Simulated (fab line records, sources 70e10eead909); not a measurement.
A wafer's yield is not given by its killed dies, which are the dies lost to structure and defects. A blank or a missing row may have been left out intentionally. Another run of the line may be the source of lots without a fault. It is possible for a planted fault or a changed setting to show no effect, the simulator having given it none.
fab line records	flow nand-harc
record: lots: 10	wafers: 28	last-day: 24
route steps=1159 shown A_CHANNEL_HOLE_D1@451 END@1158
lots with no fault: from the same line, run without faults
start-h: the number of hours between the record's first day and the start of the first shown wafer of the lot	wait-h: how many hours have passed since the lot's step before this one	" same as the row above	L1.1+2: a single row standing in for several wafers	- value missing, or start not given	* or withheld: withheld	< > ~ a bound
route shown NAME@n: NAME is a module with steps in the file, n the number in the route of the first one	usual: the fault-free wafers' mean and standard deviation	same: alike in all rows	chamber/n: place in a boat	sites: per-site readings	_std_site: standard deviation of those values	_edge_site: inner sites' mean taken away from outer sites' mean	radius-mm: for every site, how far away it sits from the centre of the wafer	mask NAME#n: copy n	behind: tool/chamber where the wafer was last shaped	hold: cause of the lot's hold/its duration in hours/its outcome	device: the n, p or np transistor that did not switch	end of line: tests run on the same wafers once the route is complete	a step with no rows: only its recipe	killed: count of dies lost to structure and defects at first sort (not the wafer's yield)	map: dies across one wafer; x = killed, . = not, _ = none there
set.NAME: setting as actually run; set.NAME@STEP: the setting as run at that earlier step	model.NAME: the simulator's own value behind a step, which no gauge read
one table for each step of the route and one row for each wafer, over a sample of lots
services: when a tool's chamber went out of use (start-h, in hours from the record's first day, below 0 if earlier), for how many hours, and the reason
== steps ==
step: NHARC_A_CHANNEL_HOLE_D1_DEP_01
recipe: target-thk-a: 1400	target-thk-nm: 140	temp-c: 400	pressure-torr: 3.5	flow-sccm: 200	rf-w: 350	material: SiON
usual: heater-power-w: 769/110	susceptor-temp-C: 400.00/0.2
lot.wafer	tool	chamber	start-h	wait-h	heater-power-w	susceptor-temp-C
L875.2	pecvd-01	0	175.35	1.3	696	399.71
L875.5	"	2	"	"	740	400.01
L875.6	"	0	"	"	720	399.47
L882.1	pecvd-03	0	214.20	1.6	651	400.24
L882.4	"	2	"	"	786	399.81
L883.3	pecvd-03	0	221.33	1.1	655	400.25
L883.4	"	2	"	"	717	399.98
L884.1	pecvd-03	0	230.05	1.6	674	400.08
L884.2	"	2	"	"	717	399.93
L884.6	"	0	"	"	700	399.88
L890.3	pecvd-03	2	268.22	1.0	740	400.02
L890.6	"	2	"	"	768	399.88
L890.4	"	0	"	"	638	400.00
L891.2	pecvd-03	2	278.90	1.3	842	399.82
L891.4	"	1	"	"	886	400.09
L891.5	"	2	"	"	859	399.69
L896.2	pecvd-02	1	292.03	1.3	811	399.75
L896.3	"	2	"	"	993	399.79
L896.6	"	1	"	"	792	399.96
L895.1	pecvd-01	0	293.11	1.6	794	399.99
L895.4	"	0	"	"	791	400.16
L895.5	"	2	"	"	722	400.23
L897.3	pecvd-02	0	302.66	1.0	805	400.03
L897.2	"	2	"	"	1010	400.12
L897.4	"	2	"	"	984	400.02
L898.1	pecvd-03	0	312.55	1.6	662	400.30
L898.2	"	1	"	"	729	399.96
L898.4	"	0	"	"	666	400.01
step: NHARC_A_CHANNEL_HOLE_D1_PEB_08
recipe: peb-temp-c: 100	peb-time-s: 65
usual: plate-temp-C: 99.99/0.12
lot.wafer	tool	chamber	start-h	wait-h	plate-temp-C
L875.2	litho-track-04	0	175.96	0.1	99.96
L875.5	"	0	"	"	99.99
L875.6	"	0	"	"	100.04
L882.1	litho-track-04	0	214.69	0.1	99.95
L882.4	"	0	"	"	100.01
L883.3	litho-track-04	0	221.85	0.0	100.27
L883.4	"	0	"	"	99.97
L884.1	litho-track-04	0	230.78	0.1	99.90
L884.2	"	0	"	"	100.00
L884.6	"	0	"	"	99.80
L890.3	litho-track-06	0	268.74	0.0	100.13
L890.4	"	0	"	"	99.96
L890.6	"	0	"	"	100.15
L891.2	litho-track-06	0	279.51	0.1	100.08
L891.4	"	0	"	"	99.80
L891.5	"	0	"	"	99.91
L896.2	litho-track-01	0	292.65	0.1	100.06
L896.3	"	0	"	"	100.06
L896.6	"	0	"	"	100.12
L895.1	litho-track-01	0	293.76	0.1	99.98
L895.4	"	0	"	"	100.06
L895.5	"	0	"	"	100.04
L897.2	litho-track-04	0	303.18	0.1	99.78
L897.3	"	0	"	"	99.96
L897.4	"	0	"	"	99.83
L898.1	litho-track-01	0	313.07	0.1	99.95
L898.2	"	0	"	"	99.91
L898.4	"	0	"	"	99.79
step: NHARC_A_CHANNEL_HOLE_D1_CD_MEAS_10
recipe: target-cd-nm: 100	landing-energy-ev: 500
usual: cd-nm: 100.1/0.36
lot.wafer	tool	chamber	start-h	wait-h	cd-nm
L875.2	cd-sem-01	0	176.04	-	100.7
L875.5	"	0	"	"	100.9
L875.6	"	0	"	"	100.7
L882.1	cd-sem-03	0	214.77	-	107.0
L882.4	"	0	"	"	99.2
L883.3	cd-sem-01	0	221.93	-	107.6
L883.4	"	0	"	"	100.3
L884.1	cd-sem-03	0	230.86	-	107.3
L884.2	"	0	"	"	100.0
L884.6	"	0	"	"	100.1
L890.3	cd-sem-02	0	268.83	-	100.3
L890.4	"	0	"	"	100.7
L890.6	"	0	"	"	100.7
L891.2	cd-sem-02	0	279.59	-	100.2
L891.4	"	0	"	"	100.1
L891.5	"	0	"	"	100.0
L896.2	cd-sem-01	0	292.73	-	99.7
L896.3	"	0	"	"	100.0
L896.6	"	0	"	"	100.3
L895.1	cd-sem-01	0	293.84	-	100.0
L895.4	"	0	"	"	99.6
L895.5	"	0	"	"	99.7
L897.2	cd-sem-01	0	303.26	-	100.1
L897.3	"	0	"	"	99.8
L897.4	"	0	"	"	99.7
L898.1	cd-sem-01	0	313.15	-	100.0
L898.2	"	0	"	"	100.2
L898.4	"	0	"	"	100.0
step: NHARC_A_CHANNEL_HOLE_D1_ETCH_38
recipe: target-depth-a: 390	over-etch-frac: 0.3	time-s: 65	ion-energy-ev: 80	cf4-flow-sccm: 150	ar-flow-sccm: 0	rf-w: 300	bias-w: 100	chemistry: CF4
usual: drypump-motor-current-A: 5.40/0.29	oes-product-au: 0.999/0.0077	rf-vpp-V: 151.3/1.1	showerhead-plenum-p-Torr: 1.76/0.068	throttle-valve-pct: 13.283/0.0096
lot.wafer	tool	chamber	start-h	wait-h	drypump-motor-current-A	oes-product-au	rf-hours-counter-h	rf-vpp-V	showerhead-plenum-p-Torr	throttle-valve-pct
L875.2	rie-diel-01	0	176.34	0.1	5.58	0.998	2	150.9	1.80	13.286
L875.5	"	1	"	"	5.39	1.000	-	150.1	1.72	13.298
L875.6	"	0	"	"	5.58	0.991	-	151.6	1.80	13.282
L882.4	rie-diel-03	2	215.04	0.1	5.35	0.996	11	150.8	1.66	13.290
L882.1	"	3	"	"	5.42	0.989	11	151.8	1.83	13.281
L883.3	rie-diel-07	2	222.23	0.1	5.33	1.001	12	150.9	1.77	13.284
L883.4	"	3	"	"	4.94	0.994	13	151.8	1.84	13.281
L884.2	rie-diel-01	3	231.16	0.1	5.94	1.000	7	150.7	1.80	13.293
L884.1	"	0	"	"	5.59	1.005	6	153.4	1.80	13.278
L884.6	"	3	"	"	5.98	0.993	-	152.8	1.80	13.282
L890.3	rie-diel-03	1	269.11	0.1	5.72	0.989	3	150.9	1.66	13.274
L890.4	"	3	"	"	5.46	0.991	3	152.9	1.83	13.303
L890.6	"	0	"	"	5.01	1.014	-	149.8	1.74	13.300
L891.4	rie-diel-07	1	279.87	0.1	5.62	1.000	4	150.8	1.85	13.279
L891.2	"	2	"	"	5.31	1.002	4	152.2	1.77	13.283
L891.5	"	0	"	"	5.50	1.006	-	150.3	1.72	13.282
L896.2	rie-diel-03	3	292.99	0.1	5.40	0.981	5	152.3	1.83	13.275
L896.3	"	0	"	"	4.98	1.003	5	149.4	1.74	13.290
L896.6	"	0	"	"	5.00	0.992	-	151.5	1.74	13.281
L895.4	rie-diel-01	1	294.12	0.1	5.35	1.012	10	151.2	1.72	13.281
L895.1	"	3	"	"	5.94	0.997	11	150.7	1.80	13.295
L895.5	"	1	"	"	5.40	1.005	-	150.0	1.72	13.279
L897.2	rie-diel-07	1	303.54	0.1	5.59	0.994	6	151.3	1.85	13.303
L897.4	"	2	"	"	5.39	1.002	6	152.1	1.77	13.281
L897.3	"	3	"	"	4.88	1.000	6	151.9	1.84	13.262
L898.4	rie-diel-03	2	313.42	0.1	5.36	0.995	5	150.6	1.65	13.282
L898.1	"	3	"	"	5.49	0.994	6	151.2	1.83	13.306
L898.2	"	0	"	"	5.02	0.991	6	151.3	1.74	13.295
step: NHARC_A_CHANNEL_HOLE_D1_ETCH_22
recipe: bias-v: 3000	source-w: withheld	pressure-mtorr: 20	time-s: 666.7	ar-flow-sccm: 375	c4f8-flow-sccm: 89.3	o2-flow-sccm: 35.7	temp-c: -20	target-depth-a: 16000	chemistry: C4F8/O2/Ar
usual: drypump-motor-current-A: 6.2/0.39	showerhead-plenum-p-Torr: 3.71/0.11	throttle-valve-pct: 32.155/0.0091
lot.wafer	tool	chamber	start-h	wait-h	drypump-motor-current-A	rf-hours-counter-h	showerhead-plenum-p-Torr	throttle-valve-pct
L875.2	har-etch-02	1	178.58	0.4	5.8	103	3.68	32.158
L875.5	"	0	"	"	6.0	-	3.87	32.171
L875.6	"	1	"	"	5.8	-	3.68	32.165
L882.1	har-etch-02	0	217.04	0.4	6.0	122	3.86	32.140
L882.4	"	1	"	"	5.7	-	3.67	32.156
L883.3	har-etch-01	1	224.38	0.4	6.5	-	3.76	32.162
L883.4	"	0	"	"	6.7	-	3.57	32.133
L884.2	har-etch-01	0	233.11	0.4	6.7	217	3.57	32.159
L884.1	"	1	"	"	6.5	217	3.76	32.156
L884.6	"	0	"	"	6.7	-	3.57	32.145
L890.3	har-etch-01	1	271.26	0.4	6.5	-	3.75	32.161
L890.4	"	0	"	"	6.7	-	3.56	32.149
L890.6	"	1	"	"	6.5	-	3.75	32.161
L891.2	har-etch-01	0	281.82	0.4	6.7	238	3.56	32.170
L891.4	"	1	"	"	6.5	-	3.74	32.144
L891.5	"	1	"	"	6.6	-	3.74	32.151
L896.2	har-etch-01	0	294.96	0.4	6.7	247	3.55	32.159
L896.3	"	0	"	"	6.7	-	3.55	32.146
L896.6	"	0	"	"	6.7	-	3.55	32.161
L895.1	har-etch-02	1	296.18	0.4	5.8	158	3.65	32.145
L895.4	"	1	"	"	5.7	-	3.65	32.165
L895.5	"	1	"	"	5.7	-	3.65	32.146
L897.2	har-etch-01	0	305.58	0.4	6.7	251	3.55	32.162
L897.3	"	1	"	"	6.6	-	3.74	32.166
L897.4	"	0	"	"	6.7	-	3.55	32.156
L898.1	har-etch-02	1	315.39	0.4	5.8	165	3.65	32.161
L898.2	"	0	"	"	6.0	165	3.84	32.156
L898.4	"	0	"	"	6.0	-	3.84	32.156
step: NHARC_A_CHANNEL_HOLE_D1_CD_MEAS_30
usual: cd-nm: 90.0/0.77
lot.wafer	tool	chamber	start-h	wait-h	cd-nm
L875.2	cd-sem-02	-	183.14	-	91.5
L875.5	"	-	"	"	91.4
L875.6	"	-	"	"	90.0
L882.1	cd-sem-01	-	221.70	-	98.4
L882.4	"	-	"	"	89.9
L883.3	cd-sem-02	-	228.83	-	97.3
L883.4	"	-	"	"	89.4
L884.1	cd-sem-01	-	238.12	-	98.0
L884.2	"	-	"	"	90.2
L884.6	"	-	"	"	90.4
L890.3	cd-sem-01	-	275.73	-	90.0
L890.4	"	-	"	"	89.1
L890.6	"	-	"	"	88.5
L891.2	cd-sem-02	-	286.44	-	90.5
L891.4	"	-	"	"	90.8
L891.5	"	-	"	"	89.1
L896.2	cd-sem-03	-	299.64	-	89.4
L896.3	"	-	"	"	88.9
L896.6	"	-	"	"	88.6
L895.1	cd-sem-01	-	300.72	-	89.0
L895.4	"	-	"	"	88.5
L895.5	"	-	"	"	88.5
L897.2	cd-sem-02	-	310.60	-	89.7
L897.3	"	-	"	"	88.8
L897.4	"	-	"	"	89.9
L898.1	cd-sem-02	-	320.17	-	89.1
L898.2	"	-	"	"	90.6
L898.4	"	-	"	"	89.7
step: NHARC_A_CHANNEL_HOLE_D1_XSEM_31
recipe: landing-energy-ev: 35000
usual: bot-cd-nm: 74.6/0.95	bow-nm: 8.61/0.23	tilt-deg: 0.08/0.04
lot.wafer	tool	chamber	start-h	wait-h	bot-cd-nm	bow-nm	tilt-deg
L875.2	xsem-01	0	183.22	0.1	75.8	8.39	0.07
L875.5	"	0	"	"	76.4	8.33	0.07
L875.6	"	0	"	"	74.6	8.42	0.07
L882.1	xsem-02	0	221.80	0.1	82.3	8.85	0.06
L882.4	"	0	"	"	74.2	8.83	0.06
L883.3	xsem-01	0	228.92	0.1	81.8	8.48	0.03
L883.4	"	0	"	"	73.5	8.65	0.03
L884.1	xsem-02	0	238.22	0.1	83.7	8.63	0.14
L884.2	"	0	"	"	76.2	8.73	0.14
L884.6	"	0	"	"	76.0	8.69	0.14
L890.3	xsem-01	0	275.82	0.1	73.5	8.23	0.05
L890.4	"	0	"	"	73.3	8.29	0.05
L890.6	"	0	"	"	72.7	8.24	0.05
L891.2	xsem-01	0	286.53	0.1	74.1	8.46	0.06
L891.4	"	0	"	"	75.2	8.46	0.06
L891.5	"	0	"	"	72.5	8.47	0.06
L896.2	xsem-01	0	299.73	0.1	75.3	8.49	0.02
L896.3	"	0	"	"	74.0	8.54	0.02
L896.6	"	0	"	"	73.8	8.53	0.02
L895.1	xsem-02	0	300.81	0.1	74.0	8.57	0.12
L895.4	"	0	"	"	72.6	8.72	0.12
L895.5	"	0	"	"	73.7	8.64	0.12
L897.2	xsem-01	0	310.68	0.1	74.9	8.59	0.04
L897.3	"	0	"	"	73.8	8.64	0.03
L897.4	"	0	"	"	73.8	8.62	0.04
L898.1	xsem-02	0	320.26	0.1	73.7	8.55	0.05
L898.2	"	0	"	"	74.5	8.58	0.05
L898.4	"	0	"	"	73.4	8.60	0.05
step: NHARC_END_WLT_00
usual: VT_DECK1_BOTTOM: 0.874/0.0063	VT_DECK1_BOTTOM_INNER: 0.874/0.0062	VT_DECK1_MEDIAN_NEAR_BOTTOM: 0.874/0.0056	VT_DECK1_MEDIAN_NEAR_BOTTOM_INNER: 0.876/0.0064	VT_DECK1_MIDDLE: 0.888/0.0063	VT_DECK1_MIDDLE_INNER: 0.888/0.0067	VT_DECK1_TOP: 0.899/0.0064	VT_DECK1_TOP_INNER: 0.899/0.0067
lot.wafer	tool	chamber	start-h	wait-h	VT_DECK1_BOTTOM	VT_DECK1_BOTTOM_INNER	VT_DECK1_MEDIAN_NEAR_BOTTOM	VT_DECK1_MEDIAN_NEAR_BOTTOM_INNER	VT_DECK1_MIDDLE	VT_DECK1_MIDDLE_INNER	VT_DECK1_TOP	VT_DECK1_TOP_INNER
L875.2	prober-01	-	444.56	0.5	0.874	0.885	0.873	0.878	0.895	0.892	0.895	0.891
L875.5	"	-	446.05	2.0	0.880	0.874	0.866	0.876	0.886	0.882	0.894	0.893
L875.6	"	-	"	"	0.868	0.874	0.873	0.862	0.888	0.884	0.892	0.894
L883.3	prober-01	-	480.31	1.0	0.888	0.899	0.896	0.896	0.907	0.900	0.915	0.916
L883.4	"	-	"	"	0.867	0.869	0.871	0.867	0.888	0.871	0.900	0.902
L884.1	prober-02	-	486.12	0.1	0.886	0.892	0.887	0.891	0.891	0.895	0.909	0.913
L884.2	"	-	"	"	0.876	0.873	0.868	0.866	0.880	0.878	0.885	0.893
L884.6	"	-	488.62	2.6	0.865	0.872	0.873	0.871	0.885	0.880	0.890	0.891
L882.1	prober-01	-	487.11	1.1	0.896	0.895	0.899	0.900	0.914	0.918	0.911	0.917
L882.4	"	-	488.59	2.5	0.872	0.873	0.873	0.873	0.888	0.888	0.898	0.904
L890.3	prober-02	-	524.09	1.1	0.875	0.871	0.875	0.866	0.886	0.887	0.897	0.895
L890.4	"	-	"	"	0.867	0.869	0.870	0.869	0.885	0.890	0.906	0.893
L890.6	"	-	"	"	0.866	0.872	0.863	0.867	0.887	0.881	0.900	0.895
L891.2	prober-02	-	544.70	0.6	0.883	0.875	0.885	0.880	0.892	0.883	0.899	0.898
L891.4	"	-	545.70	1.6	0.878	0.882	0.871	0.874	0.902	0.890	0.909	0.904
L891.5	"	-	"	"	0.872	0.876	0.875	0.874	0.896	0.893	0.903	0.903
L896.2	prober-01	-	560.30	0.6	0.876	0.876	0.881	0.875	0.891	0.892	0.900	0.905
L896.3	"	-	"	"	0.881	0.868	0.876	0.881	0.883	0.892	0.911	0.905
L896.6	"	-	562.31	2.6	0.873	0.867	0.872	0.875	0.892	0.887	0.904	0.904
L895.1	prober-02	-	567.48	4.8	0.887	0.890	0.880	0.883	0.893	0.884	0.912	0.910
L895.4	"	-	569.02	6.4	0.882	0.871	0.878	0.876	0.900	0.906	0.912	0.905
L895.5	"	-	"	"	0.879	0.878	0.884	0.876	0.901	0.900	0.902	0.904
L897.2	prober-01	-	575.05	0.5	0.873	0.868	0.877	0.868	0.884	0.881	0.897	0.903
L897.3	"	-	"	"	0.864	0.865	0.870	0.871	0.877	0.890	0.890	0.892
L897.4	"	-	"	"	0.868	0.876	0.879	0.873	0.885	0.890	0.896	0.899
L898.1	prober-01	-	582.41	4.9	0.882	0.873	0.880	0.874	0.885	0.887	0.896	0.901
L898.2	"	-	"	"	0.870	0.876	0.877	0.877	0.879	0.901	0.902	0.902
L898.4	"	-	583.91	6.4	0.873	0.876	0.875	0.878	0.881	0.895	0.903	0.898
step: NHARC_END_SORT_01
recipe: temp-c: 25
usual: killed-at-array: 29/11	killed-at-other: 0.6/0.89	killed-at-periphery: 3.8/2.8	killed-dies: 33/12	killed-open: 3.5/1.9	killed-short: 1.9/1.3
same: gross-dies: 677
lot.wafer	tool	chamber	start-h	wait-h	killed-at-array	killed-at-other	killed-at-periphery	killed-dies	killed-open	killed-short
L884.1	prober-02	0	489.12	2.5	29	0	3	32	4	4
killed by level:class
L884.1 A_CHANNEL_HOLE_D1:chamber-film-flake=14 A_STAIRCASE:chamber-film-flake=3 A_CHANNEL_HOLE_D1:geometric-particle:short=2 A_WL_FILL:geometric-particle:short=2 P_ZERO_WELL:chamber-film-flake=2 A_M0:chamber-film-flake=2 P_CONTACT:geometric-particle:open=1 A_CHANNEL_FILL_D1:geometric-particle:open=1
== services ==
tool	chamber	start-h	hours	kind
pecvd-02	-	153.16	13.0	pm
rie-diel-03	0	162.40	16.2	repair
rie-diel-01	2	169.09	25.7	repair
pecvd-02	-	171.64	1.1	repair
rie-diel-01	-	179.47	0.5	repair
pecvd-01	2	188.40	30.7	repair
rie-diel-07	3	195.03	1.2	repair
rie-diel-03	-	215.30	9.0	pm
rie-diel-07	-	228.46	9.0	pm
pecvd-02	-	233.64	2.6	repair
pecvd-01	-	237.31	13.0	pm
pecvd-01	-	265.32	1.4	repair
litho-track-01	-	268.00	7.0	pm
litho-track-06	-	292.00	7.0	pm
pecvd-03	-	292.00	13.0	pm
rie-diel-03	2	301.21	11.3	repair
xsem-02	-	302.00	14.0	pm
rie-diel-03	1	305.65	7.5	repair
har-etch-01	-	308.77	17.0	pm
har-etch-01	0	308.77	17.0	vent-cycle
har-etch-01	1	308.77	17.0	vent-cycle
rie-diel-01	-	314.80	9.0	pm
litho-track-04	-	316.00	7.0	pm
rie-diel-03	1	316.18	5.5	repair
== key ==
first-sign: step: NHARC_A_CHANNEL_HOLE_D1_CD_MEAS_10	reading: cd-nm	direction: up	sigmas: 20	usual: 100.1	struck: 107.3
effect: step: NHARC_A_CHANNEL_HOLE_D1_CD_MEAS_30	reading: cd-nm	direction: up	sigmas: 10	usual: 90.0	struck: 97.9
effect: step: NHARC_A_CHANNEL_HOLE_D1_XSEM_31	reading: bot-cd-nm	direction: up	sigmas: 8.4	usual: 74.6	struck: 82.6
effect: step: NHARC_END_WLT_00	reading: VT_DECK1_MEDIAN_NEAR_BOTTOM	direction: up	sigmas: 3.5	usual: 0.874	struck: 0.894
met-at NHARC_A_CHANNEL_HOLE_D1_PEB_08
struck-lots L882,L883,L884
struck-wafers L882.1,L883.3,L884.1
sort-left-out L882.1,L883.3
tester-left-out L882,L883,L884
not-acting-at NHARC_A_CHANNEL_HOLE_D1_DEP_01,NHARC_A_CHANNEL_HOLE_D1_ETCH_38,NHARC_A_CHANNEL_HOLE_D1_ETCH_22
onset-between 175.96 214.69
fault: kind: process-parameter-drift	tool: litho-track-04	chamber: -	onset-h: 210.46	steps: NHARC_A_CHANNEL_HOLE_D1_PEB_08	channel: peb-time-s	offset: *	shape: step	end-h: 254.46	scope: struck-wafers-only	acts-in: *	stated: *
tester-left-out: of these lots the tester's yield and bins aren't shown, on N5 and GAA mostly nor the transistor test; their killed dies are dies lost to structure and defects alone, not to doping, threshold or leakage, so they don't give the yield
sort-left-out: the simulated sort isn't trusted on such a fault, so these wafers' sort isn't shown, and their yield isn't known
